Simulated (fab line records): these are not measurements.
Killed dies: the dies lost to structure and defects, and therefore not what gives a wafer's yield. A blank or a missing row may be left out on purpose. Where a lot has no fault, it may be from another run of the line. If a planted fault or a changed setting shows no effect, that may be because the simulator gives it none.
What tool caused it? | flow n5-finfet | Sampling: 12 lots, 36 wafers, 3 of 1938 route steps

WHAT EACH GAUGE READ, for each wafer
N5_BEOL_M11_CD_MEAS_35 targets a cd of 70 nm.
lot  | measured     | on        | cd-nm (nm)
L076 | day 10 05:31 | cd-sem-01 | 69.4 69.9 69.3
L077 | day 10 20:16 | cd-sem-03 | 69.5 69.6 70.8
L079 | day 11 06:50 | cd-sem-01 | 70.7 71.5 71.2
L081 | day 11 19:47 | cd-sem-02 | 69.3 69.2 69.8
L082 | day 12 03:21 | cd-sem-01 | 70.3 69.3 68.9
L085 | day 12 15:10 | cd-sem-02 | 70.8 70.6 70.1
L087 | day 13 02:48 | cd-sem-03 | 70.1 69.8 69.6
L090 | day 13 13:01 | cd-sem-01 | 69.9 69.6 69.4
L089 | day 13 21:00 | cd-sem-03 | 70.1 69.9 70.5
L093 | day 14 08:34 | cd-sem-02 | 69.0 68.2 70.1
L095 | day 14 17:26 | cd-sem-01 | 70.1 70.7 71.0
L097 | day 15 22:57 | cd-sem-01 | 69.7 69.9 69.6

EACH LOT AND THE TOOL THAT RAN IT (in order: tool; ch and the chambers of the sampled wafers; start)
lot  | N5_BEOL_M10_CMP_52            | N5_BEOL_M11_DESCUM_16
L076 | cmp-03 ch 0,2,3, day 9 23:30  | rie-diel-05 ch 1,2,3, day 10 02:25
L077 | cmp-02 ch 0,2,3, day 10 16:07 | rie-diel-03 ch 1,2, day 10 18:06
L079 | cmp-04 ch 0,3, day 11 01:57   | rie-diel-05 ch 0,1,3, day 11 05:13
L081 | cmp-02 ch 0,1,2, day 11 13:58 | rie-diel-03 ch 0,1, day 11 18:11
L082 | cmp-04 ch 0,1,2, day 11 23:04 | rie-diel-05 ch 0,1,2, day 12 01:45
L085 | cmp-03 ch 1,2, day 12 10:24   | rie-diel-05 ch 0,1,3, day 12 12:53
L087 | cmp-03 ch 0,2,3, day 12 21:25 | rie-diel-01 ch 0,3, day 13 00:46
L090 | cmp-03 ch 1,2,3, day 13 08:32 | rie-diel-01 ch 0,1,3, day 13 11:10
L089 | cmp-02 ch 1,3, day 13 14:51   | rie-diel-01 ch 0,1, day 13 18:52
L093 | cmp-04 ch 2,3, day 14 01:25   | rie-diel-05 ch 0,1, day 14 03:28
L095 | cmp-02 ch 1,2,3, day 14 12:55 | rie-diel-05 ch 0,2,3, day 14 15:49
L097 | cmp-02 ch 2,3, day 15 17:35   | rie-diel-05 ch 2,3, day 15 20:04
- N5_BEOL_M10_CMP_52: polishes, stops on SiCOH lowk, t overpolish 7 s, target thk 140 nm.
- N5_BEOL_M11_DESCUM_16: chemistry O2, time 7.9 s.

THE ANSWER, worked out from the rows above alone
Rule: what is usual is taken from the lots themselves. The widest of any qualifying gaps counts: lots, ordered by their means at a reading, are off when they make up no more than a third of the lots, leave a main group of 4 or more, and stand apart from it by 3 or more times the standard deviation of that group's means. The tables above print the reading to a certain number of digits; a main group whose means all agree to those digits is not used. A lot without any number at a reading at which 4 lots or more have one is off too. All remaining lots with rows at the step are treated as sound.
None of the lots is off at any reading shown; this tells nothing.

WHAT THE SIMULATOR HAD PUT IN
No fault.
